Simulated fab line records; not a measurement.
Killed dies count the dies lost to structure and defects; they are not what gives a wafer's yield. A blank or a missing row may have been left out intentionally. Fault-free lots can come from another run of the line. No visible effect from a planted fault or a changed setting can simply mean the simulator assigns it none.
Split-lot trial -- flow n5-finfet -- on a route of 1938 steps: 7 lots, 21 wafers read

== THE SPLIT ==
At N5_FIN_SAQP_SPACER1_ALD_24 (deposits SiO2, target thk 20.3 nm, pulse time 1 s, purge time 2 s), the setting temp-c was moved away from the recipe's 300 C on 4 of the 21 wafers read, by -3.0% to -1.5%. This setting was run at the recipe's value on the other wafers.

== FROM SPLIT TO READING: 1 step shown by the file between the two ==
- N5_FIN_SAQP_SPACER1_ETCHBACK_25: etches SiO2 in CHF3/O2, target depth 24.4 nm, time 12.2 s

== THE READING ==
FIN_SAQP.cd-nm (the simulator's own value, which no gauge read), in nm, at N5_FIN_SAQP_MANDREL1_REMOVE_56 (chemistry HBr/Cl2/O2, target a-Si, stops on SiNx, bt time 10 s). The file gives no usual value for it. Here, 17 wafers ran the recipe; their average is 20.3 nm with a standard deviation of 0.1 nm.

wafer,"tool, chamber at the split","temp-c as run, C",against the recipe,"FIN_SAQP.cd-nm, nm",against lot-mates on the recipe
L076.3,"ald-sin-02, 3,1",300,recipe,20.4,-
L076.6,"ald-sin-02, 1",300,recipe,20.4,-
L076.4,"ald-sin-02, 3,1",300,recipe,20.2,-
L077.1,"ald-sin-02, 0,3,3",300,recipe,20.4,-
L077.6,"ald-sin-02, 0,3,3",300,recipe,20.4,-
L077.2,"ald-sin-02, 0,3,3",300,recipe,20.2,-
L079.2,"ald-sin-03, 3",295.6,-1.5%,20.6,+0.2
L079.4,"ald-sin-03, 2",295.6,-1.5%,20.4,+0.0
L079.6,"ald-sin-03, 1",300,recipe,20.4,-
L080.1,"ald-sin-01, 3",291,-3.0%,21,+0.6
L080.4,"ald-sin-01, 1",300,recipe,20.4,-
L080.5,"ald-sin-01, 0",300,recipe,20.4,-
L081.2,"ald-sin-01, 3,0",300,recipe,20.2,-
L081.6,"ald-sin-01, 3,0",300,recipe,20.2,-
L081.3,"ald-sin-01, 1",300,recipe,20.4,-
L084.2,"ald-sin-03, 2",300,recipe,20.2,-
L084.4,"ald-sin-03, 3",300,recipe,20.2,-
L084.6,"ald-sin-03, 3",300,recipe,20.2,-
L085.1,"ald-sin-01, 2,0",300,recipe,20.2,-
L085.3,"ald-sin-01, 2,0",300,recipe,20.4,-
L085.6,"ald-sin-01, 0",291.4,-2.9%,21,+0.7
Rows listing several chambers each stand for several wafers; the file does not say which wafer went through which chamber.

THE FIT
A straight line over all 21 wafers: FIN_SAQP.cd-nm changes by -0.219 nm for each +1% of temp-c; r = -0.89; the points scatter about the line by 0.11 nm.
The same after taking each lot's own level away (the mean of its wafers on the recipe; 21 wafers): -0.195 nm for each +1%; r = -0.87; scatter 0.1 nm.
Per that fit: largest temp-c move, reading shift of 0.58 nm.
The span of the lots' own levels, 20.20 to 20.40 nm, comes to 2.0 times the standard deviation stated above.
Hence the slope depends on the lot-to-lot level, as the two fits are not the same.
Check: with one of the wafers moved furthest among these (-3.0%) left out of the fit, the line predicts +0.555 nm for it against its lot-mates. Against them it came out at +0.6 nm.

== ADDITIONAL SPLITS CARRIED BY THESE WAFERS ==
Note: prior to the reading, these wafers also went through further splits. Each is held against what the fit with the lots' levels taken away leaves over:
other split on the same wafers,wafers away from the commonest value,r with FIN_SAQP.cd-nm (lot level and that fit taken away)
N5_WELL_APT_COAT_02 spin-rpm,3,-0.26
N5_WELL_APT_EXPOSE_05 dose-mj,6,-0.19

== THE WHOLE CHAIN: every reading that the file lists as answering this split, in the file's order ==
step,what it does,reading,change (the file's fit),r (the file's)
N5_FIN_SAQP_SPACER1_ALD_24,"deposits SiO2, target thk 20.3 nm, pulse time 1 s, purge time 2 s","SiO2_of_FIN_SAQP_SPACER1_ALD_24.thk-nm (the simulator's own value, which no gauge read)",-0.19 nm for each +1% of the setting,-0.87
N5_FIN_SAQP_MANDREL1_REMOVE_56,"chemistry HBr/Cl2/O2, target a-Si, stops on SiNx, bt time 10 s","FIN_SAQP.cd-nm (the simulator's own value, which no gauge read)",-0.204 nm for each +1% of the setting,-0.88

== FILE'S OWN FIT ==
FIN_SAQP.cd-nm changes by -0.204 nm for each +1% of temp-c, r = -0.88.
